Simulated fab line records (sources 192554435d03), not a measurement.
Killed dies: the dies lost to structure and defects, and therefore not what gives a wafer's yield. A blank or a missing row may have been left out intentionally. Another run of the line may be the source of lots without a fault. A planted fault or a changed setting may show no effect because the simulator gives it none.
The tool behind it: which one? -- flow n5_finfet -- 27 wafers from 9 lots sampled at 7 of the route's 1938 steps

## WHAT THE GAUGES READ, wafer by wafer
N5_BEOL_M10_CD_MEAS_18: pitch 140 nm, target cd 70 nm. Usual: 70.2 nm for cd_nm, sd 0.88.
lot,measured,on,cd_nm (nm),flag
L430,day 10 01:16,cd_sem-01,70.5 70.6 71.9,
L431,day 10 09:10,cd_sem-01,69.8 70.5 70.7,
L436,day 11 19:05,cd_sem-02,69.0 69.7 69.5,
L437,day 12 03:35,cd_sem-03,69.6 69.1 69.2,
L439,day 12 10:56,cd_sem-01,69.9 70.2 69.0,
L441,day 13 12:27,cd_sem-02,71.3 72.4 71.0,
L445,day 13 20:41,cd_sem-01,68.7 69.6 70.3,
L443,day 13 20:49,cd_sem-01,70.5 70.8 70.7,
L447,day 15 05:30,cd_sem-01,70.6 70.4 68.4,

N5_BEOL_M10_OCD_MEAS_38. Usual: 149 nm for trench_depth_nm, sd 3.8.
lot,measured,on,trench_depth_nm (nm),flag
L430,day 10 03:31,ocd-02,150 145 147,
L431,day 10 11:37,ocd-01,147 151 149,
L436,day 11 23:42,ocd-01,147 157 147,
L437,day 12 08:40,ocd-02,153 143 155,
L439,day 12 12:47,ocd-02,148 152 210,OFF
L441,day 13 15:34,ocd-01,150 142 208,OFF
L445,day 13 21:44,ocd-02,149 147 147,
L443,day 13 22:23,ocd-01,154 148 146,
L447,day 15 07:29,ocd-02,149 143 147,

N5_BEOL_M10_THK_MEAS_53: measures by xrf. Usual: M10_THK gives 140 nm (standard deviation 4.1).
lot,measured,on,M10_THK (nm),flag
L430,day 10 06:59,film_metro-01,139 136 138,
L431,day 10 13:52,film_metro-01,136 141 137,
L436,day 12 02:19,film_metro-02,138 150 139,
L437,day 12 11:24,film_metro-02,144 135 146,
L439,day 12 15:31,film_metro-02,137 143 200,OFF
L441,day 13 19:24,film_metro-02,142 132 199,OFF
L445,day 14 01:46,film_metro-02,140 135 140,
L443,day 14 02:28,film_metro-01,147 139 139,
L447,day 15 09:50,film_metro-01,137 132 136,

N5_BEOL_M10_RS_MEAS_57: a four-point-probe measurement. Usual: M10_RS gives 0.150 ohm/sq (standard deviation 0.0048).
lot,measured,on,M10_RS (ohm/sq),flag
L430,day 10 07:07,film_metro-02,0.148 0.153 0.151,
L431,day 10 14:01,film_metro-01,0.155 0.148 0.153,
L436,day 12 02:27,film_metro-01,0.152 0.139 0.151,
L437,day 12 11:32,film_metro-02,0.146 0.156 0.144,
L439,day 12 15:39,film_metro-02,0.152 0.146 0.101,OFF
L441,day 13 19:32,film_metro-02,0.147 0.160 0.102,
L445,day 14 01:56,film_metro-02,0.150 0.155 0.150,
L443,day 14 02:52,film_metro-01,0.143 0.153 0.154,
L447,day 15 09:58,film_metro-01,0.154 0.158 0.154,

## TOOL THAT RAN EACH LOT (tool first, then ch and the chambers of the sampled wafers, then the start)
lot,N5_BEOL_M10_ETCH_62,N5_BEOL_M10_TRENCH_ETCH_37,N5_BEOL_M10_DEGAS_44
L430,"rie_diel-01 ch 1,2,3, day 10 00:45","rie_diel-01 ch 0,1, day 10 03:20","pvd_sputter-02, day 10 04:26"
L431,"rie_diel-05 ch 0,2, day 10 08:44","rie_diel-01 ch 0,1,2, day 10 11:26","pvd_sputter-01, day 10 12:14"
L436,"rie_diel-01 ch 0,3, day 11 18:38","rie_diel-03 ch 0,2, day 11 23:31","pvd_sputter-03, day 12 00:26"
L437,"rie_diel-05 ch 0,1,3, day 12 03:13","rie_diel-03 ch 1,2,3, day 12 08:29","pvd_sputter-03, day 12 09:28"
L439,"rie_diel-05 ch 0,1,3, day 12 10:34","rie_diel-03 ch 0,1,2, day 12 12:36","pvd_sputter-01, day 12 13:27"
L441,"rie_diel-01 ch 1,2, day 13 11:51","rie_diel-03 ch 1,2,3, day 13 15:23","pvd_sputter-01, day 13 17:54"
L445,"rie_diel-01 ch 0,2,3, day 13 20:13","rie_diel-01 ch 0,2, day 13 21:33","pvd_sputter-02, day 13 22:15"
L443,"rie_diel-03 ch 0,1, day 13 20:26","rie_diel-05 ch 0,2,3, day 13 22:12","pvd_sputter-03, day 13 22:54"
L447,"rie_diel-05 ch 2,3, day 15 05:06","rie_diel-01 ch 0,2,3, day 15 07:19","pvd_sputter-03, day 15 08:06"
- N5_BEOL_M10_ETCH_62: etches SOC in N2/H2, target depth 110 nm, overetch 22 nm, time 165 s.
- N5_BEOL_M10_TRENCH_ETCH_37: etches SiCOH lowk in C4F6/O2, target depth 148.83 nm, time 48 s.
- N5_BEOL_M10_DEGAS_44: time 60 s.

## AS READ BY THE TOOLS THEMSELVES (means over the sampled wafers that have a number; for cases with no such wafer, the mark the record gives instead)
N5_BEOL_M10_ETCH_62. Usual: drypump_motor_current_A 5.6 A, standard deviation 0.45; oes_product_au 0.69 a.u., standard deviation 0.06; rf_vpp_V 524.5 V, standard deviation 2.8; showerhead_plenum_p_Torr 2.56 Torr, standard deviation 0.1; throttle_valve_pct 17.7 %, standard deviation 0.32.
lot,tool,drypump_motor_current_A (A),oes_product_au (a.u.),rf_vpp_V (V),showerhead_plenum_p_Torr (Torr),throttle_valve_pct (%),flag
L430,rie_diel-01,5.5,0.67,526.2,2.62,17.9,
L431,rie_diel-05,5.4,0.61,522.9,2.52,17.7,
L436,rie_diel-01,5.7,0.68,523.7,2.55,17.6,
L437,rie_diel-05,5.5,0.69,522.0,2.49,17.5,
L439,rie_diel-05,5.5,0.69,523.2,2.49,17.5,
L441,rie_diel-01,5.4,0.77,527.0,2.64,17.9,
L445,rie_diel-01,5.8,0.69,525.1,2.59,17.7,
L443,rie_diel-03,5.2,0.68,525.6,2.61,18.0,
L447,rie_diel-05,6.1,0.74,522.1,2.45,17.3,

N5_BEOL_M10_TRENCH_ETCH_37. Usual: C4F6_flow_sccm 10.01 sccm, standard deviation 0.03; drypump_motor_current_A 5.6 A, standard deviation 0.41; mfc_ar_sccm 300.1 sccm, standard deviation 1; oes_product_au 0.81 a.u., standard deviation 0.087; rf_vpp_V 669 V, standard deviation 20; showerhead_plenum_p_Torr 2.89 Torr, standard deviation 0.11; throttle_valve_pct 20.97 %, standard deviation 0.23.
lot,tool,C4F6_flow_sccm (sccm),drypump_motor_current_A (A),mfc_ar_sccm (sccm),oes_product_au (a.u.),rf_vpp_V (V),showerhead_plenum_p_Torr (Torr),throttle_valve_pct (%),flag
L430,rie_diel-01,10.00,5.5,299.7,0.82,650,2.92,21.14,
L431,rie_diel-01,10.01,5.6,300.0,0.83,649,2.96,21.12,
L436,rie_diel-03,10.03,5.7,300.4,0.76,668,2.82,21.27,
L437,rie_diel-03,10.03,5.5,299.5,0.83,685,3.01,20.89,
L439,rie_diel-03,10.00,5.5,299.7,0.87,673,2.92,21.10,
L441,rie_diel-03,9.98,5.5,299.4,0.88,684,3.00,20.93,
L445,rie_diel-01,9.98,5.8,301.1,0.85,656,2.95,21.08,
L443,rie_diel-05,10.02,5.6,300.6,0.90,658,2.82,20.71,
L447,rie_diel-01,10.03,5.8,299.9,0.79,663,2.92,21.00,

N5_BEOL_M10_DEGAS_44. Usual: 325 W for heater_power_w, sd 33.
lot,tool,heater_power_w (W),flag
L430,pvd_sputter-02,312,
L431,pvd_sputter-01,315,
L436,pvd_sputter-03,297,
L437,pvd_sputter-03,296,
L439,pvd_sputter-01,325,
L441,pvd_sputter-01,339,
L445,pvd_sputter-02,335,
L443,pvd_sputter-03,312,
L447,pvd_sputter-03,315,

## THE ANSWER, worked out from the rows above alone
Rule: a lot counts as off when the mean over its wafers that have a number is more than 3 standard deviations away from the usual mean. A lot without any number at a reading at which 4 lots or more have one is off too. Any other lot the step has rows for is counted as sound. First the gauges in route order, then the tools' own readings, where a lot's mean is used as printed above. The first step at which some lot is off is used, and at that step the reading that is off furthest; a lot without a number counts as furthest.
Off: L439, L441 (N5_BEOL_M10_OCD_MEAS_38, trench_depth_nm).
If a tool, at a process step before that reading, ran all the lots that are off and no sound lot after the first of them, it fits. Not tried: the gauges at N5_BEOL_M10_OCD_MEAS_38; whatever is off there is also off at N5_BEOL_M10_THK_MEAS_53, on other tools, and gauge error can't account for it. One candidate fits, namely rie_diel-03 at N5_BEOL_M10_TRENCH_ETCH_37. A fault onset in the window from L437 (day 12 08:29, its last sound lot) to L439 (day 12 12:36, its first lot off) fits.

## WHAT THE SIMULATOR PUT IN
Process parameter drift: rie_diel-03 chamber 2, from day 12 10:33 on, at N5_BEOL_M10_TRENCH_ETCH_37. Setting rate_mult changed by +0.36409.
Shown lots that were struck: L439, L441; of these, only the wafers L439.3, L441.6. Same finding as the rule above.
